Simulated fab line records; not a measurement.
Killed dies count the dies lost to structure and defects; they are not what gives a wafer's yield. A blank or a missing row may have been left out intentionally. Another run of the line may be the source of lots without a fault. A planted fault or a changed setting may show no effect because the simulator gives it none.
Which tool is to blame? -- flow n5Finfet -- Sampling: 10 lots, 30 wafers, 5 of 1938 route steps

WHAT THE GAUGES SHOWED, per wafer
N5_FIN_SAQP_OCD_MEAS_76. Usual: trenchDepthNm at 119.9 nm, with a standard deviation of 1.8.
lot,measured,on,trenchDepthNm (nm),flag
L474,day 2 02:01,ocd-02,117.4 120.6 120.2,
L475,day 2 08:50,ocd-02,122.6 120.1 122.5,
L478,day 3 03:47,ocd-01,118.5 122.0 123.0,
L479,day 3 09:23,ocd-01,120.6 117.9 119.0,
L483,day 4 12:35,ocd-01,122.0 121.8 120.5,
L484,day 4 15:22,ocd-01,123.0 121.2 122.0,
L485,day 5 00:06,ocd-02,120.3 118.0 121.3,
L489,day 5 22:50,ocd-01,121.4 117.3 121.2,
L495,day 7 11:28,ocd-01,115.4 119.9 116.3,
L496,day 7 17:19,ocd-01,121.5 121.8 119.4,

N5_BEOL_M4_RC_MEAS_101. Usual: DIBL_N 36.1 mV/V, standard deviation 1.6; DIBL_P 36.6 mV/V, standard deviation 1.9; IOFF_N 0.160 nA/um, standard deviation 0.026; IOFF_P 0.210 nA/um, standard deviation 0.028; ION_N 677 uA/um, standard deviation 10; ION_P 464 uA/um, standard deviation 6.9; SS_N 71.4 mV/dec, standard deviation 0.56; SS_P 73.3 mV/dec, standard deviation 0.61; VT_N 249.1 mV, standard deviation 2.6; VT_P -250 mV, standard deviation 3.3.
lot,measured,on,DIBL_N (mV/V),DIBL_P (mV/V),IOFF_N (nA/um),IOFF_P (nA/um),ION_N (uA/um),ION_P (uA/um),SS_N (mV/dec),SS_P (mV/dec),VT_N (mV),VT_P (mV),flag
L474,day 7 23:26,prober-01,36.5 38.0 36.2,35.3 38.2 35.1,0.142 0.173 0.145,0.179 0.216 0.173,670 682 679,466 468 460,71.4 71.7 71.7,73.5 74.4 73.0,250.7 249.5 250.8,-255 -250 -255,
L475,day 8 18:49,prober-01,37.3 34.0 35.0,38.1 33.5 34.0,0.174 0.107 0.120,0.238 0.166 0.170,687 657 663,473 455 458,71.9 71.0 70.8,73.8 72.6 73.5,250.0 256.2 253.8,-248 -255 -254,
L478,day 9 15:33,prober-02,35.6 34.9 33.4,36.2 35.3 33.9,0.157 0.144 0.128,0.204 0.190 0.175,668 678 662,458 466 460,71.2 70.7 71.4,73.5 73.0 72.2,250.6 251.0 250.9,-252 -250 -254,
L479,day 9 20:05,prober-02,36.4 36.0 35.3,37.0 36.6 35.7,0.143 0.149 0.133,0.221 0.216 0.206,673 683 667,474 469 469,71.0 70.9 70.8,73.9 72.8 72.8,252.4 248.6 250.6,-248 -252 -251,
L483,day 10 19:41,prober-01,37.0 37.7 36.6,36.2 36.5 34.9,0.134 0.139 0.134,0.190 0.178 0.172,681 664 663,463 456 460,71.4 71.0 70.8,73.1 72.9 73.1,250.9 251.3 252.4,-253 -252 -254,
L484,day 10 22:44,prober-02,37.1 33.0 33.2,38.9 33.9 33.5,0.188 0.120 0.129,0.238 0.171 0.158,682 656 666,469 458 454,71.4 70.5 70.8,73.8 72.0 72.4,248.1 250.7 251.3,-248 -250 -256,
L485,day 11 05:11,prober-01,34.5 32.2 34.1,34.8 32.1 34.1,0.138 0.107 0.135,0.187 0.150 0.178,673 652 665,457 452 456,71.6 71.3 71.8,72.6 71.9 72.5,252.1 256.7 251.7,-252 -256 -252,
L489,day 12 15:07,prober-01,37.5 38.2 35.3,37.3 38.2 34.5,0.176 0.191 0.139,0.220 0.222 0.180,680 688 671,462 463 461,71.5 71.8 70.9,73.9 74.1 73.6,245.7 247.6 250.8,-252 -250 -254,
L495,day 13 23:40,prober-02,37.6 35.0 35.9,38.1 36.6 36.8,0.174 0.144 0.145,0.210 0.189 0.185,688 675 672,464 459 452,71.7 71.2 71.4,73.8 72.9 73.8,248.4 250.1 251.0,-252 -255 -253,
L496,day 13 07:43,prober-02,35.4 34.4 36.7,33.3 33.6 35.4,0.125 0.127 0.148,0.197 0.199 0.233,661 671 662,459 469 463,71.2 70.7 71.7,73.2 73.0 73.4,252.5 251.0 249.6,-250 -249 -249,

TOOL THAT RAN EACH LOT (tool first, then ch and the chambers of the sampled wafers, then the start)
lot,N5_FIN_CUT_CUT_ETCH_27,N5_FIN_CUT_PRECLEAN_35,N5_STI_FIN_REVEAL_ALD_14
L474,"rieDiel-03 ch 0,1, day 2 03:04","vaporEtch-01 ch 0,1, day 2 03:10","aldSin-03 ch 1,2,3, day 2 03:47"
L475,"rieDiel-05 ch 0,1,2, day 2 09:49","vaporEtch-01 ch 0,1, day 2 09:53","aldSin-03 ch 1,2,3, day 2 10:20"
L478,"rieDiel-03 ch 1,2, day 3 04:43","vaporEtch-01 ch 0,1, day 3 04:49","aldSin-02 ch 1,3, day 3 05:28"
L479,"rieDiel-04 ch 0,1,3, day 3 10:27","vaporEtch-02 ch 0, day 3 10:31","aldSin-03 ch 0,1,2, day 3 11:13"
L483,"rieDiel-05 ch 2,3, day 4 13:53","vaporEtch-01 ch 0,1, day 4 13:56","aldSin-03 ch 0,1, day 4 14:33"
L484,"rieDiel-05 ch 1,2, day 4 16:26","vaporEtch-01 ch 0,1, day 4 16:30","aldSin-03 ch 0,2, day 4 17:18"
L485,"rieDiel-04 ch 1,2, day 5 01:18","vaporEtch-01 ch 1, day 5 01:22","aldSin-02 ch 1,3, day 5 01:50"
L489,"rieDiel-05 ch 0,1,2, day 5 23:46","vaporEtch-02 ch 0,1, day 5 23:50","aldSin-03 ch 1,2,3, day 6 00:17"
L495,"rieDiel-04 ch 1,2, day 7 12:32","vaporEtch-01 ch 0,1, day 7 12:38","aldSin-01 ch 2,3, day 7 13:08"
L496,"rieDiel-05 ch 0,2,3, day 7 18:17","vaporEtch-02 ch 0,1, day 7 18:21","aldSin-01 ch 0,1,2, day 7 19:58"
- N5_FIN_CUT_CUT_ETCH_27: etches SiO2 in CHF3/O2, target depth 4 nm, overetch 2 nm, time 4.9 s.
- N5_FIN_CUT_PRECLEAN_35: cleans in vHF, time 13.3 s.
- N5_STI_FIN_REVEAL_ALD_14: deposits Si3N4, target thk 3 nm.

AS READ BY THE TOOLS THEMSELVES (means over the sampled wafers that have a number; for cases with no such wafer, the mark the record gives instead)
N5_FIN_CUT_CUT_ETCH_27. Usual: drypumpMotorCurrentA 5.8 A, standard deviation 0.41; oes_o_777_au 0.78 a.u., standard deviation 0.064; oesProductAu 0.61 a.u., standard deviation 0.047; rfVppV 522 V, standard deviation 13; showerheadPlenumPTorr 2.40 Torr, standard deviation 0.083; throttleValvePct 18.87 %, standard deviation 0.17.
lot,tool,drypumpMotorCurrentA (A),oes_o_777_au (a.u.),oesProductAu (a.u.),rfVppV (V),showerheadPlenumPTorr (Torr),throttleValvePct (%),flag
L474,rieDiel-03,5.3,0.85,0.67,515,2.43,18.61,
L475,rieDiel-05,6.2,0.78,0.61,523,2.38,18.78,
L478,rieDiel-03,5.6,0.78,0.61,514,2.33,18.74,
L479,rieDiel-04,5.4,0.78,0.61,515,2.35,18.92,
L483,rieDiel-05,6.2,0.75,0.60,541,2.47,18.86,
L484,rieDiel-05,6.0,0.80,0.62,516,2.41,18.84,
L485,rieDiel-04,5.5,0.82,0.64,515,2.44,19.05,
L489,rieDiel-05,6.2,0.76,0.60,522,2.37,18.84,
L495,rieDiel-04,5.8,0.75,0.59,517,2.41,19.11,
L496,rieDiel-05,6.3,0.73,0.57,534,2.40,18.87,

N5_FIN_CUT_PRECLEAN_35. Usual: drypumpMotorCurrentA at 5.7 A, with a standard deviation of 0.4.
lot,tool,drypumpMotorCurrentA (A),flag
L474,vaporEtch-01,5.5,
L475,vaporEtch-01,5.5,
L478,vaporEtch-01,5.5,
L479,vaporEtch-02,5.5,
L483,vaporEtch-01,5.5,
L484,vaporEtch-01,5.7,
L485,vaporEtch-01,5.2,
L489,vaporEtch-02,5.9,
L495,vaporEtch-01,5.5,
L496,vaporEtch-02,5.9,

N5_STI_FIN_REVEAL_ALD_14. Usual: heaterPowerW at 798 W, with a standard deviation of 80.
lot,tool,heaterPowerW (W),flag
L474,aldSin-03,777,
L475,aldSin-03,765,
L478,aldSin-02,896,
L479,aldSin-03,719,
L483,aldSin-03,721,
L484,aldSin-03,733,
L485,aldSin-02,883,
L489,aldSin-03,783,
L495,aldSin-01,851,
L496,aldSin-01,817,

THE ANSWER, worked out from the rows above alone
Rule: a lot counts as off when the mean over its wafers that have a number is more than 3 standard deviations away from the usual mean. A lot without any number at a reading at which 4 lots or more have one is off too. The other lots that the step has rows for count as sound. Order of review: gauges by route order, followed by the tools' own readings, for which a lot's mean as printed above is used. The first step at which some lot is off is used, and at that step the reading that is off furthest; a lot without a number counts as furthest.
Nothing can be told from this: no lot is off at any reading shown.

WHAT WAS PUT IN BY THE SIMULATOR
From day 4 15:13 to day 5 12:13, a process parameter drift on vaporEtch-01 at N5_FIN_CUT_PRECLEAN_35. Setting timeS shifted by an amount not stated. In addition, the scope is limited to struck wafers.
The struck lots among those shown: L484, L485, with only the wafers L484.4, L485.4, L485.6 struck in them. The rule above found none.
